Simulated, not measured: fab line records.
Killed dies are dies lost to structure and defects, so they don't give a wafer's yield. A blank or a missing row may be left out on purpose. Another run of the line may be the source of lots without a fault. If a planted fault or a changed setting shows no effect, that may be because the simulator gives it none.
fab line records	flow n5-finfet
record: lots: 6	wafers: 17	last-day: 19
route steps=1938 shown BEOL_M6@1231 PASSIVATION@1936
lots with no fault: from the same line, run without faults
start-h: hours from the record's first day to the start of the lot's first wafer shown	wait-h: hours since the lot's step before	" identical to the entry in the row above	L1.1+2: several wafers, shown together as one row	- value missing, or start not given	* or withheld: withheld	< > ~ a bound
route shown NAME@n: names a module that has steps shown in the file, with the first one's number in the route	usual: mean/standard deviation taken from wafers without a fault	same: alike in all rows	chamber/n: place in a boat	sites: the reading at each site	_std_site: how widely they spread, as a standard deviation	_edge_site: the outer-site mean with the inner-site mean subtracted	radius-mm: for every site, how far away it sits from the centre of the wafer	mask NAME#n: copy n	behind: the tool/chamber that last shaped the wafer	hold: the reason the lot was held/the length of the hold in hours/how it ended	device: names the non-switching transistor (n, p or np)	end of line: tests of these same wafers at the route's end	step lacking rows: just its recipe	killed: the dies lost at the first sort to structure and to defects; this is not the yield of the wafer	map: a wafer's dies, x killed, . not, _ none there
set.NAME: the run value of the setting; set.NAME@STEP: its run value at that earlier step	model.NAME: the simulator's own value behind a step, which no gauge read
lots seen at some steps along the route; tables by step, rows by wafer
services: when a tool's chamber went out of use (start-h, in hours from the record's first day, below 0 if earlier), for how many hours, and the reason
== steps ==
step: N5_BEOL_M6_ETCH_72
recipe: chemistry: N2/H2	target: underlayer	target-depth-a: 65	mask-material: CAR-EUV	time-s: 5.2	ion-energy-ev: 200	pressure-mtorr: 30	source-w: 840	bias-w: 150	n2-flow-sccm: 200	h2-flow-sccm: 200	ends: cleared
usual: chamber-pressure-mTorr: 30.00/0.043	drypump-motor-current-A: 5.6/0.56	etch-rf-on-time-s: 5.30/0.18	oes-product-au: 0.68/0.074	rf-vpp-V: 523.7/2.3	showerhead-plenum-p-Torr: 2.54/0.072	throttle-valve-pct: 17.74/0.26
lot.wafer	tool	chamber	start-h	wait-h	chamber-pressure-mTorr	drypump-motor-current-A	etch-rf-on-time-s	oes-product-au	rf-hours-counter-h	rf-vpp-V	showerhead-plenum-p-Torr	throttle-valve-pct
L138.1	rie-diel-05	1	229.49	0.0	30.01	4.9	5.74	0.57	205	522.5	2.53	17.73
L138.2	"	0	"	"	30.03	6.3	5.25	0.66	138	519.3	2.41	17.58
L138.3	"	2	"	"	30.01	6.0	5.45	0.68	76	519.1	2.46	17.53
L143.1	rie-diel-05	1	254.16	0.0	30.06	4.9	5.67	0.57	214	525.7	2.52	17.75
L143.2	"	0	"	"	30.01	6.3	5.26	0.64	150	522.4	2.41	17.58
L143.6	"	0	"	"	29.99	6.3	5.25	0.64	-	520.6	2.41	17.60
L142.1	rie-diel-06	3	260.75	0.0	29.99	4.8	5.34	0.71	62	523.2	2.48	17.44
L142.4	"	2	"	"	30.04	5.4	4.98	0.77	31	525.6	2.58	17.66
L142.5	"	3	"	"	30.04	4.8	5.36	0.71	-	523.0	2.48	17.42
L150.3	rie-diel-02	1	305.21	0.0	30.01	5.8	5.25	0.62	184	524.5	2.54	18.33
L150.4	"	2	"	"	29.99	5.1	5.12	0.58	245	529.0	2.64	18.41
L150.5	"	3	"	"	30.07	5.3	5.12	0.75	-	527.3	2.58	17.92
L149.1	rie-diel-05	1	309.76	0.0	29.99	4.9	5.64	0.55	236	520.7	2.51	17.76
L149.5	"	1	"	"	30.05	4.9	5.67	0.55	-	521.9	2.51	17.79
L157.1	rie-diel-06	3	361.05	0.0	29.94	4.8	5.39	0.68	96	520.5	2.46	17.49
L157.2	"	0	"	"	30.00	5.3	5.41	0.59	236	526.1	2.60	18.09
L157.6	"	0	"	"	30.05	5.3	5.42	0.59	-	524.7	2.60	18.11
step: N5_BEOL_M6_ETCH_65
recipe: chemistry: CF4	target: SiARC	target-depth-a: 156	mask-material: CAR-EUV	time-s: 26	ion-energy-ev: 80	pressure-mtorr: 40	source-w: 545	bias-w: 36	Ar_flow_sccm: 100	cf4-flow-sccm: 100	ends: cleared
step: N5_BEOL_M6_ETCH_66
recipe: chemistry: N2/H2	target: SOC	target-depth-a: 800	overetch-a: 160	mask-material: SiARC	temp-c: 40	time-s: 120	ion-energy-ev: 200	pressure-mtorr: 30	source-w: 840	bias-w: 150	n2-flow-sccm: 200	h2-flow-sccm: 200
step: N5_BEOL_M6_STRIP_69
recipe: chemistry: N2/H2	temp-c: 40	n2-flow-sccm: 200	h2-flow-sccm: 200	rf-frequency-hz: 6e+07
step: N5_BEOL_M6_STRIP_73
recipe: chemistry: N2/H2	temp-c: 40	n2-flow-sccm: 200	h2-flow-sccm: 200	rf-frequency-hz: 6e+07
step: N5_BEOL_M6_VIA_ETCH_34
recipe: chemistry: C4F6/O2	target: SiCOH_lowk	target-depth-a: 1263	mask-material: SOC	taper-deg: 4	time-s: 50.9	ion-energy-ev: 250	pressure-mtorr: 30	source-w: 345	bias-w: 185	Ar_flow_sccm: 300	C4F6_flow_sccm: 10	O2_flow_sccm: 10
usual: chamber-pressure-mTorr: 29.996/0.028	drypump-motor-current-A: 5.6/0.56	oes_ar_750_au: 0.80/0.081	oes-product-au: 0.80/0.086	rf-vpp-V: 655/17	showerhead-plenum-p-Torr: 2.84/0.065	throttle-valve-pct: 20.83/0.28
lot.wafer	tool	chamber	start-h	wait-h	chamber-pressure-mTorr	drypump-motor-current-A	oes_ar_750_au	oes-product-au	rf-hours-counter-h	rf-vpp-V	showerhead-plenum-p-Torr	throttle-valve-pct
L138.1	rie-diel-05	1	229.64	0.0	30.029	4.9	0.68	0.67	205	656	2.86	20.89
L138.2	"	0	"	"	29.951	6.3	0.78	0.77	138	642	2.75	20.89
L138.3	"	2	"	"	30.038	5.9	0.81	0.82	76	629	2.78	20.75
L143.1	rie-diel-05	1	254.38	0.0	30.046	4.9	0.66	0.67	215	653	2.86	20.91
L143.2	"	0	"	"	29.934	6.3	0.77	0.76	151	639	2.75	20.92
L143.6	"	0	"	"	30.027	6.3	0.77	0.76	-	641	2.75	20.92
L142.1	rie-diel-06	3	260.90	0.0	29.990	4.8	0.83	0.85	62	676	2.77	20.38
L142.4	"	2	"	"	29.969	5.4	0.88	0.90	31	672	2.86	20.70
L142.5	"	3	"	"	30.007	4.8	0.83	0.85	-	675	2.77	20.38
L150.3	rie-diel-02	1	305.35	0.0	30.011	5.8	0.72	0.73	184	665	2.84	21.26
L150.4	"	2	"	"	30.009	5.1	0.69	0.68	245	655	2.92	21.12
L150.5	"	3	"	"	29.989	5.3	0.88	0.88	-	632	2.88	21.00
L149.1	rie-diel-05	1	309.91	0.0	29.965	4.9	0.65	0.66	236	654	2.85	20.95
L149.5	"	1	"	"	29.993	4.9	0.65	0.66	-	654	2.85	20.94
L157.1	rie-diel-06	3	361.20	0.0	29.983	4.8	0.79	0.80	96	676	2.75	20.42
L157.2	"	0	"	"	29.997	5.3	0.70	0.69	236	641	2.93	21.25
L157.6	"	0	"	"	30.010	5.3	0.70	0.69	-	644	2.93	21.25
step: N5_BEOL_M6_STRIP_76
recipe: chemistry: C4F6/O2	resist: SiARC	rf-frequency-hz: 6e+07
step: N5_BEOL_M6_STRIP_36
recipe: chemistry: N2/H2	power-w: 450	temp-c: 40	pressure-mtorr: 20	rf-frequency-hz: 6e+07	overash-fraction: 0.3	bias-power-w: 7	h2-frac: 0.5	n2-flow-sccm: 200	h2-flow-sccm: 200
step: N5_BEOL_M6_TRENCH_ETCH_37
recipe: chemistry: C4F6/O2	target-depth-a: 944.35	target: SiCOH_lowk	time-s: 31.5	ion-energy-ev: 250	pressure-mtorr: 30	source-w: 345	bias-w: 185	Ar_flow_sccm: 300	C4F6_flow_sccm: 10	O2_flow_sccm: 10
usual: chamber-pressure-mTorr: 30.002/0.028	drypump-motor-current-A: 5.6/0.56	oes_ar_750_au: 0.80/0.081	oes-product-au: 0.79/0.086	rf-vpp-V: 656/17	showerhead-plenum-p-Torr: 2.84/0.065	throttle-valve-pct: 20.86/0.28
lot.wafer	tool	chamber	start-h	wait-h	chamber-pressure-mTorr	drypump-motor-current-A	oes_ar_750_au	oes-product-au	rf-hours-counter-h	rf-vpp-V	showerhead-plenum-p-Torr	throttle-valve-pct
L138.1	rie-diel-05	1	-	-	30.019	5.0	0.67	0.68	205	654	2.86	20.92
L138.2	"	0	"	"	30.017	6.3	0.78	0.76	138	639	2.75	20.92
L138.3	"	2	"	"	30.015	6.0	0.83	0.81	76	631	2.78	20.77
L143.1	rie-diel-05	1	-	-	29.966	4.9	0.67	0.67	215	654	2.86	20.93
L143.2	"	0	"	"	30.017	6.3	0.76	0.76	151	640	2.75	20.95
L143.6	"	0	"	"	30.044	6.3	0.77	0.76	-	641	2.75	20.94
L142.1	rie-diel-06	3	-	-	30.001	4.8	0.83	0.83	62	676	2.77	20.40
L142.4	"	2	"	"	30.013	5.4	0.88	0.90	31	672	2.86	20.73
L142.5	"	3	"	"	29.972	4.8	0.83	0.84	-	676	2.77	20.41
L150.3	rie-diel-02	1	-	-	30.026	5.7	0.73	0.72	185	663	2.84	21.30
L150.4	"	2	"	"	30.014	5.1	0.70	0.68	245	656	2.92	21.15
L150.5	"	3	"	"	30.009	5.3	0.88	0.88	-	633	2.88	21.04
L149.1	rie-diel-05	1	-	-	30.016	4.9	0.66	0.66	236	654	2.85	20.97
L149.5	"	1	"	"	30.051	4.9	0.65	0.66	-	652	2.85	20.97
L157.1	rie-diel-06	3	-	-	30.042	4.8	0.79	0.81	96	675	2.75	20.45
L157.2	"	0	"	"	29.991	5.3	0.70	0.69	236	643	2.93	21.28
L157.6	"	0	"	"	29.969	5.3	0.70	0.69	-	641	2.93	21.27
step: N5_BEOL_M6_ETCH_41
recipe: chemistry: CH3F/O2	target: SiCN	target-depth-a: 297	taper-deg: 2	time-s: 52	ion-energy-ev: 120	mask-material: TiN	pressure-mtorr: 30	source-w: 395	bias-w: 75	Ar_flow_sccm: 150	CH3F_flow_sccm: 30	O2_flow_sccm: 20
step: N5_BEOL_M6_STRIP_80
recipe: chemistry: N2/H2	time-s: 10	power-w: 450	temp-c: 40	pressure-mtorr: 20	rf-frequency-hz: 6e+07	bias-power-w: 7	n2-flow-sccm: 200	h2-flow-sccm: 200
step: N5_BEOL_M6_OCD_MEAS_38
usual: trench-depth-nm: 93.1/2.3
lot.wafer	tool	chamber	start-h	wait-h	trench-depth-nm
L138.1	ocd-02	-	229.88	-	88.8
L138.2	"	-	"	"	92.9
L138.3	"	-	"	"	91.7
L143.1	ocd-02	-	254.74	-	90.0
L143.2	"	-	"	"	93.1
L143.6	"	-	"	"	93.0
L142.1	ocd-01	-	261.14	-	91.4
L142.4	"	-	"	"	96.8
L142.5	"	-	"	"	93.1
L150.3	ocd-02	-	305.60	-	93.2
L150.4	"	-	"	"	95.0
L150.5	"	-	"	"	95.0
L149.1	ocd-02	-	310.15	-	89.8
L149.5	"	-	"	"	90.9
L157.1	ocd-01	-	361.45	-	92.0
L157.2	"	-	"	"	90.8
L157.6	"	-	"	"	91.5
step: N5_BEOL_M6_HM_STRIP_39
recipe: chemistry: peroxide-tin-strip	material: TiN	target-depth-a: 250	temp-c: 50	time-s: 158
usual: bath-guard-temp-C: 50.2/0.45	bath-heat-duty-pct: 7.0/0.97
lot.wafer	tool	chamber	start-h	wait-h	bath-guard-temp-C	bath-heat-duty-pct	model.TiN_of_BEOL_M6_HM_DEP_02.thk-nm
L138.1	wet-bench-02	5	229.92	0.0	51.2	7.6	0
L138.2	"	0	"	"	49.0	6.8	0
L138.3	"	6	"	"	50.1	6.0	0
L143.1	wet-bench-04	4	254.79	0.1	-	-	17.8
L143.2	"	6	"	"	-	-	17.6
L143.6	"	7	"	"	-	-	17.4
L142.1	wet-bench-06	1	261.17	0.0	-	-	16.8
L142.4	"	6	"	"	-	-	17.2
L142.5	"	7	"	"	-	-	17.4
L150.3	wet-bench-06	6	305.63	0.0	50.4	5.6	0
L150.4	"	0	"	"	49.4	8.3	0
L150.5	"	1	"	"	50.3	5.2	0
L149.1	wet-bench-06	1	310.19	0.0	50.0	5.8	0
L149.5	"	0	"	"	49.6	8.9	0
L157.1	wet-bench-04	1	361.48	0.0	50.0	5.4	0
L157.2	"	2	"	"	50.4	6.2	0
L157.6	"	7	"	"	50.8	6.9	0
step: N5_BEOL_M6_SRD_40
recipe: time-s: 30	temp-c: 23	rinse-liquid: diw	dry: ipa-marangoni
step: N5_BEOL_M6_PRECLEAN_42
recipe: chemistry: residue-remover	time-s: 60	temp-c: 40
lot.wafer	tool	chamber	start-h	wait-h	model.TiN_of_BEOL_M6_HM_DEP_02.thk-nm
L138.1+2+3	wet-bench-02	5,0,6	229.99	0.0	0
L143.1	wet-bench-04	4	254.85	0.0	6.8
L143.2	"	6	"	"	6.6
L143.6	"	7	"	"	6.4
L142.1	wet-bench-06	1	261.24	0.0	5.8
L142.4	"	6	"	"	6.2
L142.5	"	7	"	"	6.4
L150.3+4+5	wet-bench-06	6,0,1	305.70	0.0	0
L149.1+5	wet-bench-06	1,0	310.25	0.0	0
L157.1+2+6	wet-bench-04	1,2,7	361.54	0.0	0
step: N5_BEOL_M6_SRD_43
recipe: time-s: 30	temp-c: 23	rinse-liquid: diw	dry: ipa-marangoni
step: N5_BEOL_M6_CD_MEAS_35
recipe: target-cd-nm: 40	target-cd-y-nm: 28	polarity: opening
usual: cd-nm: 39.6/0.75
lot.wafer	tool	chamber	start-h	wait-h	cd-nm
L138.1	cd-sem-02	-	230.05	0.0	38.7
L138.2	"	-	"	"	38.4
L138.3	"	-	"	"	39.7
L143.1	cd-sem-01	-	254.91	0.0	39.2
L143.2	"	-	"	"	40.0
L143.6	"	-	"	"	39.3
L142.1	cd-sem-01	-	261.30	0.0	40.2
L142.4	"	-	"	"	40.3
L142.5	"	-	"	"	39.0
L150.3	cd-sem-01	-	305.76	0.0	38.9
L150.4	"	-	"	"	38.2
L150.5	"	-	"	"	39.8
L149.1	cd-sem-02	-	310.31	0.0	40.3
L149.5	"	-	"	"	41.6
L157.1	cd-sem-02	-	361.60	0.0	38.6
L157.2	"	-	"	"	39.9
L157.6	"	-	"	"	39.7
step: N5_BEOL_M6_CURE_75
recipe: temp-c: 370	time-s: 120	ambient: DMADMS/He	material: SiCOH_lowk
usual: lamp-power-pct: 52.31/0.055	wafer_temp_C_max: 371.8/0.64
lot.wafer	tool	chamber	start-h	wait-h	lamp-power-pct	wafer_temp_C_max
L138.1	uv-cure-01	1	230.18	0.1	52.23	371.3
L138.2	"	1	"	"	52.28	371.3
L138.3	"	1	"	"	52.35	371.6
L143.1	uv-cure-02	2	254.95	0.0	52.30	371.5
L143.2	"	2	"	"	52.38	371.4
L143.6	"	2	"	"	52.33	371.3
L142.1	uv-cure-03	1	261.35	0.0	52.26	372.4
L142.4	"	1	"	"	52.26	372.1
L142.5	"	1	"	"	52.35	371.9
L150.3	uv-cure-03	1	305.90	0.1	52.28	371.9
L150.4	"	1	"	"	52.30	371.6
L150.5	"	1	"	"	52.30	372.4
L149.1	uv-cure-01	1	310.35	0.0	52.25	371.3
L149.5	"	1	"	"	52.42	371.1
L157.1	uv-cure-02	0	361.64	0.0	52.27	372.1
L157.2	"	0	"	"	52.25	373.7
L157.6	"	0	"	"	52.36	372.6
step: N5_BEOL_M6_DEGAS_44
recipe: ambient: vacuum	temp-c: 250	time-s: 60
step: N5_BEOL_M6_PRE_CLEAN_45
recipe: gas: H2/He	time-s: 30	temp-c: 250
step: N5_BEOL_M6_ALD_77
recipe: material: TaN	target-thk-a: 20	temp-c: 275	ald-precursor-family: PDMAT	ald-co-reactant: NH3	pressure-torr: 3	carrier-flow-sccm: 1500	pulse-time-s: 2	purge-time-s: 3	co-reactant-purge-time-s: 2	co-reactant-pulse-time-s: 3	ald-cycles: 40	precursor-vessel-temp-c: 75	precursor-vessel-pressure-torr: 26.25	precursor-vessel-carrier-sccm: 1000
usual: heater-power-w: 404/53	precursor-vessel-carrier-sccm: 1000.2/2.7
lot.wafer	tool	chamber	start-h	wait-h	heater-power-w	precursor-vessel-carrier-sccm
L138.1	ald-metal-03	2	230.62	0.0	448	997.3
L138.2	"	1	"	"	447	1000.5
L138.3	"	3	"	"	387	998.9
L143.1	ald-metal-01	3	255.57	0.0	446	1004.4
L143.2	"	2	"	"	523	1000.7
L143.6	"	1	"	"	359	999.2
L142.1	ald-metal-03	2	264.00	0.1	437	1002.6
L142.4	"	3	"	"	382	998.9
L142.5	"	3	"	"	381	1001.9
L150.3	ald-metal-01	2	306.64	0.1	534	999.4
L150.4	"	1	"	"	354	997.7
L150.5	"	3	"	"	436	1003.2
L149.1	ald-metal-01	3	310.98	0.0	446	998.1
L149.5	"	2	"	"	540	1002.0
L157.1	ald-metal-02	1	363.15	0.1	363	1000.2
L157.2	"	0	"	"	332	999.4
L157.6	"	2	"	"	337	996.8
step: N5_BEOL_M6_SURFACE_TREAT_79
recipe: gas: Ar	time-s: *	ion-energy-ev: *	ion-current-ma-cm2: 0.5	pressure-mtorr: *	ar-flow-sccm: 30
step: N5_BEOL_M6_CVD_78
recipe: material: Co	target-thk-a: 20	temp-c: withheld	precursor: CCTBA/H2	pressure-torr: 30	time-s: 142.3
step: N5_BEOL_M6_SPUTTER_48
recipe: material: Cu	target-thk-a: 100	temp-c: -20	bias-v: 60	power-w: 26000	chamber-pressure-pa: 0.13	time-s: 1.667
step: N5_BEOL_M6_ECD_50
recipe: material: Cu	target-thk-a: 3000
step: N5_BEOL_M6_ANNEAL_51
recipe: temp-c: 225	time-s: 90	ambient: N2
step: N5_BEOL_M6_CMP_52
recipe: stop-on: SiCOH_lowk	t-overpolish-s: 6.9	down-force-psi: 1	platen-rpm: 50	clearing-platen-down-force-psi: 1.5	clearing-platen-rpm: 50	post-cmp-clean: cu-alkaline	target-thk-nm: 80	clearing-platen-pad-velocity-m-s: 0.99484	pad-velocity-m-s: 0.99484
usual: barrier-field-endpoint-s: 28.9/0.97	motor-current-A: 5.9/0.56	pad-life-wafers: 1112/610
lot.wafer	tool	chamber	start-h	wait-h	barrier-field-endpoint-s	motor-current-A	pad-life-wafers
L138.3	cmp-02	3	232.46	0.2	28.5	5.8	2088
L138.2	"	0	"	"	28.9	6.1	2089
L138.1	"	1	"	"	28.9	5.5	2090
L143.1	cmp-02	3	258.09	0.3	35.7	5.9	102
L143.2	"	0	"	"	36.9	5.9	103
L143.6	"	0	"	"	38.4	6.1	-
L142.4	cmp-03	0	265.04	0.1	34.5	5.9	1812
L142.1	"	3	"	"	36.8	5.8	1815
L142.5	"	1	"	"	36.4	6.5	-
L150.3	cmp-02	1	307.78	0.2	29.5	5.5	355
L150.4	"	3	"	"	29.5	5.9	357
L150.5	"	1	"	"	30.1	5.5	-
L149.1	cmp-02	3	312.55	0.3	28.3	6.3	386
L149.5	"	2	"	"	29.6	4.5	-
L157.1	cmp-03	1	364.64	0.3	29.1	6.6	516
L157.2	"	2	"	"	28.7	6.3	517
L157.6	"	2	"	"	29.3	5.8	-
step: N5_BEOL_M6_THK_MEAS_53
recipe: thk-meas-gauge: xrf	reads: Cu_of_BEOL_M6_ECD_50
usual: M6_THK: 79.3/2.7
lot.wafer	tool	chamber	start-h	wait-h	M6_THK[nm]
L138.1	film-metro-01	-	232.76	-	74.2
L138.2	"	-	"	"	80.2
L138.3	"	-	"	"	78.3
L143.1	film-metro-02	-	258.38	-	76.4
L143.2	"	-	"	"	81.8
L143.6	"	-	"	"	81.1
L142.1	film-metro-01	-	265.34	-	78.5
L142.4	"	-	"	"	82.2
L142.5	"	-	"	"	80.5
L150.3	film-metro-02	-	308.04	-	81.1
L150.4	"	-	"	"	80.9
L150.5	"	-	"	"	81.9
L149.1	film-metro-02	-	312.77	-	76.5
L149.5	"	-	"	"	79.6
L157.1	film-metro-01	-	364.93	-	77.6
L157.2	"	-	"	"	76.0
L157.6	"	-	"	"	76.1
step: N5_PASSIVATION_PROBE_49
usual: defect-limited-yield: 91.3/1.4	killed_at_M0_to_M3: 36/10	killed_at_M4_up: 13/5.4	killed-at-contacts: 12/5.3	killed-at-front-end: 39/10	killed-at-other: 3.2/2.7	killed-dies: 103/16	killed-open: 68/13	killed-short: 33/6.6	sort_bin_4_leakage: 0.01/0.031	sort_bin_5_function: 5.1/0.92	sort_bin_6_memory: 3.3/0.68	sort_bin_8_speed: 0.1/0.41	sort-n-pass: 1077/17	sort-yield-pct: 91.2/1.4
same: gross-dies: 1180	killed-at-back-side: 0
lot.wafer	tool	chamber	start-h	wait-h	defect-limited-yield[%]	killed_at_M0_to_M3	killed_at_M4_up	killed-at-contacts	killed-at-front-end	killed-at-other	killed-dies	killed-open	killed-short	sort_bin_4_leakage[%]	sort_bin_5_function[%]	sort_bin_6_memory[%]	sort_bin_8_speed[%]	sort-n-pass	sort-yield-pct[%]
L143.1	prober-02	-	345.42	0.0	91.4	20	6	13	62	1	102	78	21	0	5.0	3.6	0	1078	91.4
L143.2	prober-02	-	345.47	0.1	91.4	31	13	6	50	1	101	59	38	0	5.1	3.2	0	1079	91.4
L143.6	prober-02	-	345.67	0.3	92.9	30	10	13	27	4	84	56	27	0	4.7	2.2	0	1096	92.9
L150.3	prober-02	-	395.78	0.5	91.4	33	18	5	45	0	101	55	42	0	5.8	2.2	0	1079	91.4
L150.5	prober-02	-	395.88	0.6	94.5	20	10	6	27	2	65	45	19	0	3.6	1.7	0	1115	94.5
L149.1	prober-01	-	412.01	0.0	91.7	33	5	9	49	2	98	67	27	0	4.5	3.5	0	1082	91.7
L149.5	prober-01	-	412.21	0.2	89.4	39	9	14	52	11	125	73	52	0	6.0	3.9	0	1055	89.4
L157.2	prober-02	-	449.72	0.1	92.6	30	9	12	33	3	87	52	35	0	4.6	2.5	0	1093	92.6
L157.6	prober-02	-	449.92	0.3	92.2	40	11	6	35	0	92	57	35	0	4.8	2.7	0	1088	92.2
killed by level:class
L143.1 STI_FIN_REVEAL:geometric-particle:open=32 MOL_CONTACT_COAG:geometric-particle:open=11 STARTING-WAFER:geometric-particle:open=7 FIN_SAQP:geometric-particle:open=6 BEOL_M0_SAQP:geometric-particle:short=4 BEOL_M1:geometric-particle:open=4 BEOL_M2:geometric-particle:open=4 STI_FIN_REVEAL:geometric-particle:short=3
L143.2 STI_FIN_REVEAL:geometric-particle:open=13 BEOL_M0_SAQP:geometric-particle:short=9 FIN_SAQP:geometric-particle:open=8 FIN_SAQP:geometric-particle:short=6 STARTING-WAFER:geometric-particle:open=6 MOL_CONTACT_COAG:geometric-particle:open=5 BEOL_M0_SAQP:geometric-particle:open=5 BEOL_M1:geometric-particle:short=5
L143.6 MOL_CONTACT_COAG:geometric-particle:open=11 BEOL_M3:geometric-particle:open=7 FIN_SAQP:geometric-particle:open=6 BEOL_M0_SAQP:geometric-particle:short=6 FIN_SAQP:geometric-particle:short=5 BEOL_M5:geometric-particle:open=5 STI_FIN_REVEAL:geometric-particle:open=4 DUMMY_GATE:geometric-particle:open=4
L150.3 FIN_SAQP:geometric-particle:short=16 FIN_SAQP:geometric-particle:open=9 BEOL_M1:geometric-particle:open=7 BEOL_M2:geometric-particle:open=7 BEOL_M3:geometric-particle:open=7 BEOL_M4:geometric-particle:open=5 BEOL_M0_SAQP:geometric-particle:short=4 DUMMY_GATE:geometric-particle:open=3
L150.5 BEOL_M1:geometric-particle:open=8 STARTING-WAFER:geometric-particle:short=6 MOL_CONTACT_COAG:geometric-particle:open=5 BEOL_M4:geometric-particle:open=5 DUMMY_GATE:geometric-particle:open=4 STARTING-WAFER:geometric-particle:open=4 FIN_SAQP:geometric-particle:short=3 FIN_SAQP:geometric-particle:open=3
L149.1 DUMMY_GATE:geometric-particle:open=13 BEOL_M3:geometric-particle:open=11 STI_FIN_REVEAL:geometric-particle:open=7 MOL_CONTACT_COAG:geometric-particle:open=6 BEOL_M2:geometric-particle:open=6 STARTING-WAFER:geometric-particle:short=6 FIN_SAQP:geometric-particle:open=5 BEOL_M1:geometric-particle:open=4
L149.5 DUMMY_GATE:geometric-particle:open=13 BEOL_M3:geometric-particle:short=10 MOL_CONTACT_COAG:geometric-particle:open=9 FIN_SAQP:geometric-particle:open=8 STI_FIN_REVEAL:geometric-particle:open=7 BEOL_M3:geometric-particle:open=7 GATE_CUT:geometric-particle:short=6 BEOL_M4:geometric-particle:short=6
L157.2 BEOL_M0_SAQP:geometric-particle:open=8 MOL_CONTACT_COAG:geometric-particle:open=7 FIN_SAQP:geometric-particle:short=6 BEOL_M0_SAQP:geometric-particle:short=6 FIN_SAQP:geometric-particle:open=5 STI_FIN_REVEAL:geometric-particle:open=5 MOL_CONTACT_COAG:geometric-particle:short=5 DUMMY_GATE:geometric-particle:open=4
L157.6 BEOL_M0_SAQP:geometric-particle:short=14 BEOL_M0_SAQP:geometric-particle:open=9 GATE_CUT:geometric-particle:open=6 DUMMY_GATE:geometric-particle:open=5 MOL_CONTACT_COAG:geometric-particle:open=5 GATE_CUT:geometric-particle:short=4 STARTING-WAFER:geometric-particle:open=4 BEOL_M1:geometric-particle:open=4
== services ==
tool	chamber	start-h	hours	kind
uv-cure-02	-	205.98	6.8	repair
rie-diel-05	3	211.18	8.2	repair
rie-diel-05	3	228.10	-	clean
rie-diel-05	1	231.51	7.3	repair
cmp-02	-	239.43	4.0	pm
cmp-03	-	240.10	2.5	repair
ald-metal-03	2	240.58	5.5	repair
cmp-02	-	255.34	0.7	repair
rie-diel-02	0	271.52	9.9	repair
cmp-02	-	273.64	5.6	pm
uv-cure-03	-	273.94	0.3	repair
cmp-03	-	275.77	1.4	repair
rie-diel-02	3	287.60	16.7	repair
cmp-03	-	289.77	4.0	pm
ald-metal-01	3	296.26	10.0	repair
cmp-02	-	297.00	8.2	pm
cmp-03	-	300.11	0.2	repair
uv-cure-03	-	312.76	7.5	pm
uv-cure-02	-	327.01	7.5	pm
uv-cure-03	-	332.94	0.5	repair
rie-diel-02	1	334.26	5.1	repair
cmp-03	-	336.12	6.8	pm
ald-metal-02	-	337.49	14.0	pm
uv-cure-01	-	351.21	1.0	pm
== key ==
first-sign: step: N5_BEOL_M6_HM_STRIP_39	reading: tool-record	direction: missing
effect: step: N5_BEOL_M6_CMP_52	reading: barrier-field-endpoint-s	direction: up	sigmas: 7.8	usual: 28.9	struck: 36.4
model-effect: step: N5_BEOL_M6_HM_STRIP_39	value: TiN_of_BEOL_M6_HM_DEP_02.thk-nm	without: 0	struck: 17.37
model-effect: step: N5_BEOL_M6_PRECLEAN_42	value: TiN_of_BEOL_M6_HM_DEP_02.thk-nm	without: 0	struck: 6.367
met-at N5_BEOL_M6_HM_STRIP_39
struck-wafers L142.1,L142.4,L142.5,L143.1,L143.2,L143.6
fault: kind: skipped-step-whole	tool: wet-bench-04,wet-bench-06	chamber: -	onset-h: 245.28	steps: N5_BEOL_M6_HM_STRIP_39	scope: struck-lots-only
